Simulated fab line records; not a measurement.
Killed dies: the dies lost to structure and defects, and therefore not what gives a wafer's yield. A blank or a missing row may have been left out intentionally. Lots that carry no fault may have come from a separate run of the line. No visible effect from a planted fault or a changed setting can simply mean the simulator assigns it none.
Lot-split experiment || flow n5Finfet || 7 lots, 39 wafers read, on a route of 1938 steps

ON THE SPLIT
At N5_BEOL_M6_ETCH_62 (etches SOC in N2/H2, target depth 110 nm, overetch 22 nm, time 165 s), the setting timeS was moved away from the recipe's 165 s on 12 of the 39 wafers read, by -17.0% to +45.3%. For the rest of the wafers, this setting stayed at what the recipe calls for.

FROM THE SPLIT TO THE READING: what the file shows between them, 4 steps
- N5_BEOL_M6_STRIP_68: strips in N2/H2
- N5_BEOL_M6_STRIP_67: strips in CF4
- N5_BEOL_M6_HM_OPEN_17: chemistry Cl2/BCl3, target TiN, target depth 20 nm, overetch 6 nm
- N5_BEOL_M6_STRIP_19: strips in O2

THE READING
cdNm, in nm, at N5_BEOL_M6_CD_MEAS_18 (pitch 80 nm, target cd 40 nm). A value of 39.9 nm with a standard deviation of 0.4 nm is what fault-free wafers of this fab line usually give.

{"wafer": "L075.1", "tool, chamber at the split": "rieDiel-05, 1", "timeS as run, s": 207.9, "against the recipe": "+26.0%", "cdNm, nm": 40.3, "against lot-mates on the recipe": "+0.4"}
{"wafer": "L075.2", "tool, chamber at the split": "rieDiel-05, 0", "timeS as run, s": 165, "against the recipe": "recipe", "cdNm, nm": 40.3, "against lot-mates on the recipe": "-"}
{"wafer": "L075.3", "tool, chamber at the split": "rieDiel-05, 3,2", "timeS as run, s": 207.9, "against the recipe": "+26.0%", "cdNm, nm": 40.7, "against lot-mates on the recipe": "+0.8"}
{"wafer": "L075.4", "tool, chamber at the split": "rieDiel-05, 3,2", "timeS as run, s": 207.9, "against the recipe": "+26.0%", "cdNm, nm": 41.0, "against lot-mates on the recipe": "+1.1"}
{"wafer": "L075.5", "tool, chamber at the split": "rieDiel-05, 3,0", "timeS as run, s": 165, "against the recipe": "recipe", "cdNm, nm": 39.3, "against lot-mates on the recipe": "-"}
{"wafer": "L075.6", "tool, chamber at the split": "rieDiel-05, 3,0", "timeS as run, s": 165, "against the recipe": "recipe", "cdNm, nm": 40.2, "against lot-mates on the recipe": "-"}
{"wafer": "L081.1", "tool, chamber at the split": "rieDiel-03, 1", "timeS as run, s": 165, "against the recipe": "recipe", "cdNm, nm": 39.8, "against lot-mates on the recipe": "-"}
{"wafer": "L081.5", "tool, chamber at the split": "rieDiel-03, 3", "timeS as run, s": 165, "against the recipe": "recipe", "cdNm, nm": 39.9, "against lot-mates on the recipe": "-"}
{"wafer": "L081.6", "tool, chamber at the split": "rieDiel-03, 2", "timeS as run, s": 165, "against the recipe": "recipe", "cdNm, nm": 40.1, "against lot-mates on the recipe": "-"}
{"wafer": "L090.1", "tool, chamber at the split": "rieDiel-05, 3,2", "timeS as run, s": 165, "against the recipe": "recipe", "cdNm, nm": 39.9, "against lot-mates on the recipe": "-"}
{"wafer": "L090.2", "tool, chamber at the split": "rieDiel-05, 1", "timeS as run, s": 165, "against the recipe": "recipe", "cdNm, nm": 40.0, "against lot-mates on the recipe": "-"}
{"wafer": "L090.3", "tool, chamber at the split": "rieDiel-05, 3,2", "timeS as run, s": 165, "against the recipe": "recipe", "cdNm, nm": 40.0, "against lot-mates on the recipe": "-"}
{"wafer": "L090.4", "tool, chamber at the split": "rieDiel-05, 1", "timeS as run, s": 136.9, "against the recipe": "-17.0%", "cdNm, nm": 39.0, "against lot-mates on the recipe": -1.0}
{"wafer": "L090.5", "tool, chamber at the split": "rieDiel-05, 2,3", "timeS as run, s": 136.9, "against the recipe": "-17.0%", "cdNm, nm": 39.5, "against lot-mates on the recipe": -0.5}
{"wafer": "L090.6", "tool, chamber at the split": "rieDiel-05, 2,3", "timeS as run, s": 136.9, "against the recipe": "-17.0%", "cdNm, nm": 39.5, "against lot-mates on the recipe": -0.5}
{"wafer": "L092.1", "tool, chamber at the split": "rieDiel-03, 2", "timeS as run, s": 239.8, "against the recipe": "+45.3%", "cdNm, nm": 41.7, "against lot-mates on the recipe": "+1.8"}
{"wafer": "L092.2", "tool, chamber at the split": "rieDiel-03, 1,0", "timeS as run, s": 165, "against the recipe": "recipe", "cdNm, nm": 39.7, "against lot-mates on the recipe": "-"}
{"wafer": "L092.3", "tool, chamber at the split": "rieDiel-03, 1,0", "timeS as run, s": 165, "against the recipe": "recipe", "cdNm, nm": 40.2, "against lot-mates on the recipe": "-"}
{"wafer": "L092.4", "tool, chamber at the split": "rieDiel-03, 3", "timeS as run, s": 239.8, "against the recipe": "+45.3%", "cdNm, nm": 41.9, "against lot-mates on the recipe": "+2.0"}
{"wafer": "L092.5", "tool, chamber at the split": "rieDiel-03, 1", "timeS as run, s": 239.8, "against the recipe": "+45.3%", "cdNm, nm": 42.1, "against lot-mates on the recipe": "+2.2"}
{"wafer": "L092.6", "tool, chamber at the split": "rieDiel-03, 2", "timeS as run, s": 165, "against the recipe": "recipe", "cdNm, nm": 39.8, "against lot-mates on the recipe": "-"}
{"wafer": "L094.1", "tool, chamber at the split": "rieDiel-05, 0,1,0", "timeS as run, s": 165, "against the recipe": "recipe", "cdNm, nm": 40.2, "against lot-mates on the recipe": "-"}
{"wafer": "L094.2", "tool, chamber at the split": "rieDiel-05, 2,3,3", "timeS as run, s": 165, "against the recipe": "recipe", "cdNm, nm": 40.5, "against lot-mates on the recipe": "-"}
{"wafer": "L094.3", "tool, chamber at the split": "rieDiel-05, 2,3,3", "timeS as run, s": 165, "against the recipe": "recipe", "cdNm, nm": 39.9, "against lot-mates on the recipe": "-"}
{"wafer": "L094.4", "tool, chamber at the split": "rieDiel-05, 0,1,0", "timeS as run, s": 165, "against the recipe": "recipe", "cdNm, nm": 39.7, "against lot-mates on the recipe": "-"}
{"wafer": "L094.5", "tool, chamber at the split": "rieDiel-05, 0,1,0", "timeS as run, s": 165, "against the recipe": "recipe", "cdNm, nm": 39.7, "against lot-mates on the recipe": "-"}
{"wafer": "L094.6", "tool, chamber at the split": "rieDiel-05, 2,3,3", "timeS as run, s": 165, "against the recipe": "recipe", "cdNm, nm": 40.2, "against lot-mates on the recipe": "-"}
{"wafer": "L095.1", "tool, chamber at the split": "rieDiel-01, 3,1,1", "timeS as run, s": 165, "against the recipe": "recipe", "cdNm, nm": 39.7, "against lot-mates on the recipe": "-"}
{"wafer": "L095.2", "tool, chamber at the split": "rieDiel-01, 2,0,2", "timeS as run, s": 165, "against the recipe": "recipe", "cdNm, nm": 40.0, "against lot-mates on the recipe": "-"}
{"wafer": "L095.3", "tool, chamber at the split": "rieDiel-01, 2,0,2", "timeS as run, s": 165, "against the recipe": "recipe", "cdNm, nm": 39.6, "against lot-mates on the recipe": "-"}
{"wafer": "L095.4", "tool, chamber at the split": "rieDiel-01, 3,1,1", "timeS as run, s": 165, "against the recipe": "recipe", "cdNm, nm": 40.3, "against lot-mates on the recipe": "-"}
{"wafer": "L095.5", "tool, chamber at the split": "rieDiel-01, 2,0,2", "timeS as run, s": 165, "against the recipe": "recipe", "cdNm, nm": 39.4, "against lot-mates on the recipe": "-"}
{"wafer": "L095.6", "tool, chamber at the split": "rieDiel-01, 3,1,1", "timeS as run, s": 165, "against the recipe": "recipe", "cdNm, nm": 39.6, "against lot-mates on the recipe": "-"}
{"wafer": "L096.1", "tool, chamber at the split": "rieDiel-05, 2", "timeS as run, s": 165, "against the recipe": "recipe", "cdNm, nm": 40.7, "against lot-mates on the recipe": "-"}
{"wafer": "L096.2", "tool, chamber at the split": "rieDiel-05, 3", "timeS as run, s": 223, "against the recipe": "+35.2%", "cdNm, nm": 41.1, "against lot-mates on the recipe": "+0.8"}
{"wafer": "L096.3", "tool, chamber at the split": "rieDiel-05, 0", "timeS as run, s": 223, "against the recipe": "+35.2%", "cdNm, nm": 41.4, "against lot-mates on the recipe": "+1.1"}
{"wafer": "L096.4", "tool, chamber at the split": "rieDiel-05, 1,0", "timeS as run, s": 165, "against the recipe": "recipe", "cdNm, nm": 40.2, "against lot-mates on the recipe": "-"}
{"wafer": "L096.5", "tool, chamber at the split": "rieDiel-05, 1", "timeS as run, s": 223, "against the recipe": "+35.2%", "cdNm, nm": 42.5, "against lot-mates on the recipe": "+2.2"}
{"wafer": "L096.6", "tool, chamber at the split": "rieDiel-05, 1,0", "timeS as run, s": 165, "against the recipe": "recipe", "cdNm, nm": 40.1, "against lot-mates on the recipe": "-"}
The file does not say which wafer passed through which chamber wherever a row lists several chambers: such a row stands for several wafers.

FIT RESULTS
A straight line over all 39 wafers: cdNm changes by +0.0415 nm for each +1% of timeS; r = +0.89; the points scatter about the line by 0.37 nm.
The same after taking each lot's own level away (the mean of its wafers on the recipe; 39 wafers): +0.0395 nm for each +1%; r = +0.90; scatter 0.33 nm.
According to that fit, moving timeS by its largest amount changes the reading by 1.8 nm.
The lots' own levels span 39.77 to 40.33 nm, that is 1.4 times the standard deviation above.
So the lot-to-lot level changes the slope little: the two slopes agree.
Check: +1.78 nm against its lot-mates is what the line predicts for one of the wafers moved furthest among these (+45.3%) when that wafer is left out of the fit. Against them it came out at +1.8 nm.

THE OTHER SPLITS THESE WAFERS WENT THROUGH
Before the reading, these wafers also passed through other splits. Each is held against what the fit with the lots' levels taken away leaves over:
{"other split on the same wafers": "N5_PMOS_HMC_CHANNEL_EPI_HM_DEP_34 timeS", "wafers away from the commonest value": 18, "r with cdNm (lot level and that fit taken away)": -0.06}
{"other split on the same wafers": "N5_SD_EPI_N_ETCH_45 targetDepthA", "wafers away from the commonest value": 15, "r with cdNm (lot level and that fit taken away)": "+0.20"}
{"other split on the same wafers": "N5_SDB_ETCH_18 timeS", "wafers away from the commonest value": 9, "r with cdNm (lot level and that fit taken away)": "+0.06"}
{"other split on the same wafers": "N5_GATE_CUT_DESCUM_18 timeS", "wafers away from the commonest value": 15, "r with cdNm (lot level and that fit taken away)": -0.03}
{"other split on the same wafers": "N5_BEOL_M0_ETCH_128 timeS", "wafers away from the commonest value": 9, "r with cdNm (lot level and that fit taken away)": "+0.11"}

THE WHOLE CHAIN: every reading that the file lists as answering this split, in the file's order
{"step": "N5_BEOL_M6_ETCH_62", "what it does": "etches SOC in N2/H2, target depth 110 nm, overetch 22 nm, time 165 s", "reading": "SiARC_of_BEOL_M6_COAT_60.thkNm (the simulator's own value, which no gauge read)", "change (the file's fit)": "-0.0674 nm for each +1% of the setting", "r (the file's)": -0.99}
{"step": "N5_BEOL_M6_HM_OPEN_17", "what it does": "chemistry Cl2/BCl3, target TiN, target depth 20 nm, overetch 6 nm", "reading": "etch.depthNm (the simulator's own value, which no gauge read)", "change (the file's fit)": "-0.144 nm for each +1% of the setting", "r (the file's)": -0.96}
{"step": "N5_BEOL_M6_CD_MEAS_18", "what it does": "pitch 80 nm, target cd 40 nm", "reading": "cdNm", "change (the file's fit)": "+0.0393 nm for each +1% of the setting", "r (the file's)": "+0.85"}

THE FILE'S OWN FIT
cdNm changes by +0.0393 nm for each +1% of timeS, r = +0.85.
